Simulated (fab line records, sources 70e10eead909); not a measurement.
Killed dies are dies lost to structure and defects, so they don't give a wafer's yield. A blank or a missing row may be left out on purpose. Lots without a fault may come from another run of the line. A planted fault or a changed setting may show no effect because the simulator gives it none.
Which tool did it? | flow nand_harc | 6 lots, 18 wafers sampled, at 5 steps of a route of 1302

WHAT THE GAUGES READ, wafer by wafer
NHARC_END_SORT_01.
lot  | measured     | on        | killed_at_array
L795 | day 29 14:08 | prober-01 | 75 64 69
L796 | day 29 21:59 | prober-01 | 51 42 52

WHICH TOOL RAN EACH LOT (tool, then ch and the chambers of the sampled wafers, then the start)
lot  | NHARC_A_CONTACT_DEP_28        | NHARC_A_CONTACT_ETCH_49            | NHARC_A_CONTACT_ETCH_50                       | NHARC_A_CONTACT_ETCH_116
L786 | acl_dep-02 ch 0, day 22 08:25 | rie_diel-03 ch 0,1,3, day 22 13:53 | rie_diel-03 ch 1,2,3, day 22 16:29 or earlier | har_cap_etch-02 ch 0,1, day 22 16:29
L789 | acl_dep-02 ch 0, day 24 12:09 | rie_diel-08 ch 0,2, day 24 16:05   | rie_diel-08 ch 0,2,3, day 24 18:59 or earlier | har_cap_etch-01 ch 0,1, day 24 18:59
L795 | acl_dep-02 ch 0, day 25 22:01 | rie_diel-08 ch 1,2,3, day 26 03:20 | rie_diel-08 ch 1,2, day 26 05:52 or earlier   | har_cap_etch-01 ch 0,1, day 26 05:52
L796 | acl_dep-03 ch 0, day 26 05:55 | rie_diel-08 ch 0,2, day 26 11:34   | rie_diel-08 ch 0,2, day 26 14:45 or earlier   | har_cap_etch-02 ch 0,1, day 26 14:45
L805 | acl_dep-02 ch 0, day 30 09:19 | rie_diel-08 ch 1,3, day 30 13:57   | rie_diel-08 ch 1,2, day 30 16:27 or earlier   | har_cap_etch-02 ch 0,1, day 30 16:27
L806 | acl_dep-02 ch 0, day 31 09:04 | rie_diel-08 ch 0,2,3, day 31 14:25 | rie_diel-08 ch 0,1,2, day 31 16:59 or earlier | har_cap_etch-02 ch 0,1, day 31 16:59
- NHARC_A_CONTACT_DEP_28: deposits aC, target thk 7000 nm.
- NHARC_A_CONTACT_ETCH_49: etches the open film in N2/H2, target depth 260 nm, time 475.3 s.
- NHARC_A_CONTACT_ETCH_50: etches the open film in CF4/CHF3, target depth 121 nm, time 60.5 s.
- NHARC_A_CONTACT_ETCH_116: etches the open film in C4F8/O2/Ar, time 190 s, target depth 1850 nm.

THE ANSWER, worked out from the rows above alone
Rule: what is usual is taken from the lots themselves. Put in order of their means at a reading, lots are off if they are a third of the lots or fewer, leave a main group of 4 or more, and stand apart from it by a gap of 3 or more times the standard deviation of the main group's means; of several such gaps the widest counts. A main group whose means are all the same, to the digits that the tables above print for the reading, isn't used. A lot without any number at a reading at which 4 lots or more have one is off too. The other lots that the step has rows for count as sound.
No lot is off at any reading shown: from this, nothing can be told.

WHAT THE SIMULATOR HAD PUT IN
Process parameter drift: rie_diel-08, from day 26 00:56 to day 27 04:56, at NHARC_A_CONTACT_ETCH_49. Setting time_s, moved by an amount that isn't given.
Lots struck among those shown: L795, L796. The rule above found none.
